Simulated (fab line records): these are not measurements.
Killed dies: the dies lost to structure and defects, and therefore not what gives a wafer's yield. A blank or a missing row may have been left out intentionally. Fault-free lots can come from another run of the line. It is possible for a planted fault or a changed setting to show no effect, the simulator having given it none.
A sampling plan put to the test ; flow nand-harc ; 31 faults told of in these records, all on one fab line, each judged by the records of the lots it struck
The plan consists of the line's own looks: route steps at which the wafer is read by a gauge or an inspection but not changed. Where struck wafers have a number at a look and the file lists that look's usual mean and standard deviation on fault-free wafers, the look can be judged. Caught: 4 or more of those standard deviations (sigma) separate the usual mean from the mean of the struck wafers at a look after the fault's first step. On the tool: the same test on the tool's own readings at the fault's steps. If the struck wafers alone have a blank record, or they carry another recipe, that too counts as caught.

THE FAULTS, as the simulator had put them in
1. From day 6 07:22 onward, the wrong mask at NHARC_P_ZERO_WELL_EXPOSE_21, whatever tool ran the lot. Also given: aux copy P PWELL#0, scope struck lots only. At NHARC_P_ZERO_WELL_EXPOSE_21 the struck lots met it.
2. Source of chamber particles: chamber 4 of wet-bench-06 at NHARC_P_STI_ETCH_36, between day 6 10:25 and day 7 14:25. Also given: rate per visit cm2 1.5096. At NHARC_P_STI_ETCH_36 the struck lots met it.
3. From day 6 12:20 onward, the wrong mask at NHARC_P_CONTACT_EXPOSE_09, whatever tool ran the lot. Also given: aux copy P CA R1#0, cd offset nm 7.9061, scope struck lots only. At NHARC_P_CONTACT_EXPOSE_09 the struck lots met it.
4. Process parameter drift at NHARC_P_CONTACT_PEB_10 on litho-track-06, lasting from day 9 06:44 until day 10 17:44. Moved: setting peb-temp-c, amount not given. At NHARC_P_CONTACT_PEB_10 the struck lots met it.
5. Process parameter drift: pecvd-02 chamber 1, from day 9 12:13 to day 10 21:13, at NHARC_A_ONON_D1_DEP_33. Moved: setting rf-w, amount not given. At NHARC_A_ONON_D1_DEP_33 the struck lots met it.
6. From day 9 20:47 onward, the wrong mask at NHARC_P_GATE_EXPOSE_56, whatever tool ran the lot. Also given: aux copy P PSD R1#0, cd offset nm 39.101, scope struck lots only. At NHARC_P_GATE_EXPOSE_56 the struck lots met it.
7. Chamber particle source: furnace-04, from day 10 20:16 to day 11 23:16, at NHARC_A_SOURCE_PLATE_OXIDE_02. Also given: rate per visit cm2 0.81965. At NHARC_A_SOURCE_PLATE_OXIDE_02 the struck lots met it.
8. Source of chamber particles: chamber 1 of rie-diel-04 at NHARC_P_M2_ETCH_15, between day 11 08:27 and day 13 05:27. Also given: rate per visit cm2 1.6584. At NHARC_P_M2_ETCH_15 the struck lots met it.
9. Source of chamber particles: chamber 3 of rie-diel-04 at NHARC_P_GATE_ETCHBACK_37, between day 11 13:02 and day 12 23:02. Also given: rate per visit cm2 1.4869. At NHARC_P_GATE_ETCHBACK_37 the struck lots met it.
10. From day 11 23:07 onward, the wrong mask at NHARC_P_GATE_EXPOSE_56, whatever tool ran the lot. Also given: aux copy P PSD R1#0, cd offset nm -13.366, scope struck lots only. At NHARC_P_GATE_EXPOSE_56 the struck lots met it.
11. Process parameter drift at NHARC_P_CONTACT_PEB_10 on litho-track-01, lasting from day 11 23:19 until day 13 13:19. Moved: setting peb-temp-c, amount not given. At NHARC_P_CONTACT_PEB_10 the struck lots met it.
12. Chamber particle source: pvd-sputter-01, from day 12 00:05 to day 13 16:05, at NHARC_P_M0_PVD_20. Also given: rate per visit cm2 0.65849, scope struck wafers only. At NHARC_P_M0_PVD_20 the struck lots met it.
13. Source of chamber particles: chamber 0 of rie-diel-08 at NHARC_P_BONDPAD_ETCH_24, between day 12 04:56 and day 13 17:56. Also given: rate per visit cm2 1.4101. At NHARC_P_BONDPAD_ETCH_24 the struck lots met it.
14. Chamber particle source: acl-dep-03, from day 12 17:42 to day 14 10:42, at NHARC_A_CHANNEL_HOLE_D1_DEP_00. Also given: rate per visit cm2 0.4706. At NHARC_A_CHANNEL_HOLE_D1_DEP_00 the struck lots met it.
15. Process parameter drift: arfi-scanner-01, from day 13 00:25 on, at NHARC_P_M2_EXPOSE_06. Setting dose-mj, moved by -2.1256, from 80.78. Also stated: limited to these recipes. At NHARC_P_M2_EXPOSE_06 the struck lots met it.
16. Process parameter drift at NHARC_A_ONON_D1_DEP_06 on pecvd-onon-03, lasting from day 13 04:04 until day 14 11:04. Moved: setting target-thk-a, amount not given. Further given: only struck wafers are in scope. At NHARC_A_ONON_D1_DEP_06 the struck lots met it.
17. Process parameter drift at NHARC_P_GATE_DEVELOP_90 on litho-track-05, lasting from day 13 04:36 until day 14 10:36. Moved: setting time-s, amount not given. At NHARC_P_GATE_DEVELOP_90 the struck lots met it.
18. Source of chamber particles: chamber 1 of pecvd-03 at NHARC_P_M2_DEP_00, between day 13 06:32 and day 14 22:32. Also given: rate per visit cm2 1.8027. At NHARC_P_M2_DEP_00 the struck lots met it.
19. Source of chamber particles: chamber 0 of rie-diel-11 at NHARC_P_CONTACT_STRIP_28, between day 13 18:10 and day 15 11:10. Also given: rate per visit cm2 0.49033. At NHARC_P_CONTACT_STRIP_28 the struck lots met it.
20. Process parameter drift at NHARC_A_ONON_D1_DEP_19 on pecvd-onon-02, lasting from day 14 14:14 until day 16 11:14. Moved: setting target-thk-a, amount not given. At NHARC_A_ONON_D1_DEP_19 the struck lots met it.
21. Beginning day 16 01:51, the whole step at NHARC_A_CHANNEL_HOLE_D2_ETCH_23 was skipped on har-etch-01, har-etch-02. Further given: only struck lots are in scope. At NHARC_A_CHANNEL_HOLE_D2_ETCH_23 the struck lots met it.
22. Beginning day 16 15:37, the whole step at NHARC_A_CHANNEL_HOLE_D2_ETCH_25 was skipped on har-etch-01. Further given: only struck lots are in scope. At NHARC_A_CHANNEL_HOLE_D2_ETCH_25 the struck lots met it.
23. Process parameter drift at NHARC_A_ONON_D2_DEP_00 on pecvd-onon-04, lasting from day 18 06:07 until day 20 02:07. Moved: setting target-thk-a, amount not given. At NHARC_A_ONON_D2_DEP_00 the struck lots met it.
24. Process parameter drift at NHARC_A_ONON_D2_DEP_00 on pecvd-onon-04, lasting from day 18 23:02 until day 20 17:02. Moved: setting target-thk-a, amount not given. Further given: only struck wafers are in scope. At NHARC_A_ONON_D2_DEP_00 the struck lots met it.
25. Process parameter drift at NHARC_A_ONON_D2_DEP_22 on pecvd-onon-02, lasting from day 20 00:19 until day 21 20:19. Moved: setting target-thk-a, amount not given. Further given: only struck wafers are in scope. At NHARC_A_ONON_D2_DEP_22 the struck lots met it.
26. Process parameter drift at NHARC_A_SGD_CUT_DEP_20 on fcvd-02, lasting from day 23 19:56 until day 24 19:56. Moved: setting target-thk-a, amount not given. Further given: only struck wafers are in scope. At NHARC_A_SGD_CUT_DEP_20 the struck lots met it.
27. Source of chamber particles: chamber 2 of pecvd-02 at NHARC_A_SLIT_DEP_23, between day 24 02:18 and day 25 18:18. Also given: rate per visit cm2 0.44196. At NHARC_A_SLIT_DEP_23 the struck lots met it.
28. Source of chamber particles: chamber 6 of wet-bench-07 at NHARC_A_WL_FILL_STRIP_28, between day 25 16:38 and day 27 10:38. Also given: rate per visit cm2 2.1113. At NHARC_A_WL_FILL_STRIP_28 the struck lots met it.
29. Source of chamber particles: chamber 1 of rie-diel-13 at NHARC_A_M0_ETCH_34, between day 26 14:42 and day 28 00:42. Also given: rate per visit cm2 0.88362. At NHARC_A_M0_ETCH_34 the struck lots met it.
30. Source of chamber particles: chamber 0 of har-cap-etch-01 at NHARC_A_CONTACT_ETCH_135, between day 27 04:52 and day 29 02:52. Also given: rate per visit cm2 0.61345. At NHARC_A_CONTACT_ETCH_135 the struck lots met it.
31. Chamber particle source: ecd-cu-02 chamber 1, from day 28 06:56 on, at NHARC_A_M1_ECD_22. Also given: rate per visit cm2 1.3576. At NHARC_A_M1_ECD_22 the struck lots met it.

WHAT THE PLAN SAW
fault;on the tool itself;first look that catches it;reading, sigma;median hours from its first step to that look;hours from the fault's start to the first struck lot there;judged looks passed uncaught
1;no reading that can be judged;no look after it can be judged;-;-;-;0
2;no reading that can be judged;NHARC_P_STI_INSPECT_25;raw-defect-count +12;9.7;23;0
3;no reading that can be judged;NHARC_P_CONTACT_CD_MEAS_12;cd-nm +9.1;0.1;6;0
4;plate-temp-C +99 or beyond sigma;NHARC_P_CONTACT_CD_MEAS_12;cd-nm +37;0.1;8;0
5;rf-fwd-power-W +99 or beyond sigma;NHARC_A_ONON_D1_THK_MEAS_34;thk-nm +5.8;0.4;6;0
6;no reading that can be judged;NHARC_P_GATE_CD_MEAS_59;cd-nm +17;0.2;8;0
7;under 2 sigma;NHARC_A_SOURCE_PLATE_INSPECT_08;raw-defect-count +23;17.1;15;1
8;under 2 sigma;NHARC_END_SORT_01;killed-at-periphery +34;424.6;449;2
9;under 2 sigma;NHARC_P_GATE_INSPECT_68;raw-defect-count +13;7.4;10;0
10;no reading that can be judged;NHARC_P_GATE_CD_MEAS_59;cd-nm -7.2;0.2;5;0
11;plate-temp-C +39 sigma;NHARC_P_CONTACT_CD_MEAS_12;cd-nm +14;0.1;1;0
12;under 2 sigma;NHARC_END_SORT_01;killed-at-periphery +29;433.5;449;0
13;under 2 sigma;NHARC_END_SORT_01;killed-at-periphery +27;423.9;430;1
14;under 2 sigma;NHARC_A_CHANNEL_HOLE_D1_INSPECT_12;raw-defect-count +99 or beyond;2.6;9;0
15;exposure-dose-mJ-cm2 -21 sigma;none of the 5 looks that can be judged after it;strongest: cd-nm at NHARC_P_M2_CD_MEAS_09, -2.2;-;-;5
16;no reading that can be judged;NHARC_A_ONON_D1_THK_MEAS_08;thk-nm -25;0.4;11;0
17;no reading that can be judged;no look after it can be judged;-;-;-;0
18;the tool's record is blank for the struck wafers;NHARC_P_M2_INSPECT_11;raw-defect-count +99 or beyond;0.7;38;1
19;under 2 sigma;NHARC_END_SORT_01;killed-at-periphery +23;441.8;445;1
20;no reading that can be judged;NHARC_A_ONON_D1_THK_MEAS_21;thk-nm +13;0.5;15;0
21;the tool's record is blank for the struck wafers;NHARC_A_CHANNEL_HOLE_D2_CD_MEAS_31;cd-nm -59;4.1;9;0
22;the tool's record is blank for the struck wafers;NHARC_A_CHANNEL_HOLE_D2_CD_MEAS_31;cd-nm -59;2.5;10;0
23;no reading that can be judged;NHARC_A_ONON_D2_THK_MEAS_02;thk-nm +9.1;0.5;3;0
24;under 2 sigma;NHARC_A_ONON_D2_THK_MEAS_02;thk-nm +84;0.5;5;0
25;under 2 sigma;NHARC_A_ONON_D2_THK_MEAS_24;thk-nm +72;0.5;30;0
26;no reading that can be judged;NHARC_A_SGD_CUT_THK_MEAS_22;thk-nm -10;5.8;6;0
27;under 2 sigma;NHARC_A_SLIT_INSPECT_11;raw-defect-count +9.6;0.7;5;0
28;no reading that can be judged;not the one look that can be judged after it;strongest: killed-dies at NHARC_END_SORT_01, +3.0;-;-;1
29;under 2 sigma;not the one look that can be judged after it;strongest: killed-at-array at NHARC_END_SORT_01, +3.7;-;-;1
30;the tool's record is blank for the struck wafers;not the one look that can be judged after it;strongest: killed-dies at NHARC_END_SORT_01, +3.9;-;-;1
31;no reading that can be judged;NHARC_END_SORT_01;killed-at-array +20;36.1;57;1
A dash: the fault is not caught, or the number is missing from these records.

Caught at a look: 25 of 31. Caught on the tool: 8 of 31. By one or the other: 27 of 31.
On the tool alone, faults 15, 30 were caught.
Caught at a look alone: faults 2, 3, 6, 7, 8, 9, 10, 12, 13, 14, 16, 19, 20, 23, 24, 25, 26, 27, 31.
Caught by neither: faults 1, 17, 28, 29.

THINNER SAMPLING
If the look that catches a fault measured only every second or every third lot, by lot number, the first struck lot would be measured this late in the worst case:
fault;struck lots at that look, in order of time;every lot;every second lot;every third lot
2;L107, L108;23 h;34 h;may miss all 2
3;L752;6 h;may miss it;may miss it
4;L779, L780, L781;8 h;13 h;28 h
5;L700, L701;6 h;12 h;may miss all 2
6;L146;8 h;may miss it;may miss it
7;L666, L667, L668;15 h;21 h;35 h
8;L424, L425;449 h;450 h;may miss all 2
9;L763, L764;10 h;20 h;may miss all 2
10;L429;5 h;may miss it;may miss it
11;L871, L872;1 h;11 h;may miss all 2
12;L528;449 h;may miss it;may miss it
13;L692, L693;430 h;439 h;may miss all 2
14;L423, L426;9 h;40 h;may miss all 2
16;L945, L946;11 h;15 h;may miss all 2
18;L469;38 h;may miss it;may miss it
19;L909, L911;445 h;may miss all 2;may miss all 2
20;L464, L465;15 h;34 h;may miss all 2
21;L279, L280, L281;9 h;24 h;39 h
22;L843, L844, L846;10 h;25 h;may miss all 3
23;L510, L511;3 h;13 h;may miss all 2
24;L536;5 h;may miss it;may miss it
25;L751;30 h;may miss it;may miss it
26;L868, L869, L870;6 h;6 h;16 h
27;L490;5 h;may miss it;may miss it
31;L861;57 h;may miss it;may miss it
The hour figures run from when the fault began to the first measured lot among those it struck. The test against the limit of 4 sigma pooled every struck wafer, which means one lot taken alone may stay below that limit. Other struck lots may not be in these records.

THE LONGEST TIMED WAY FROM STEP TO LOOK
Fault 19: median gap of 441.8 hours between NHARC_P_CONTACT_STRIP_28 and NHARC_END_SORT_01. The look between them that can be judged stayed within 4 sigma: NHARC_A_BONDPAD_THK_MEAS_20.
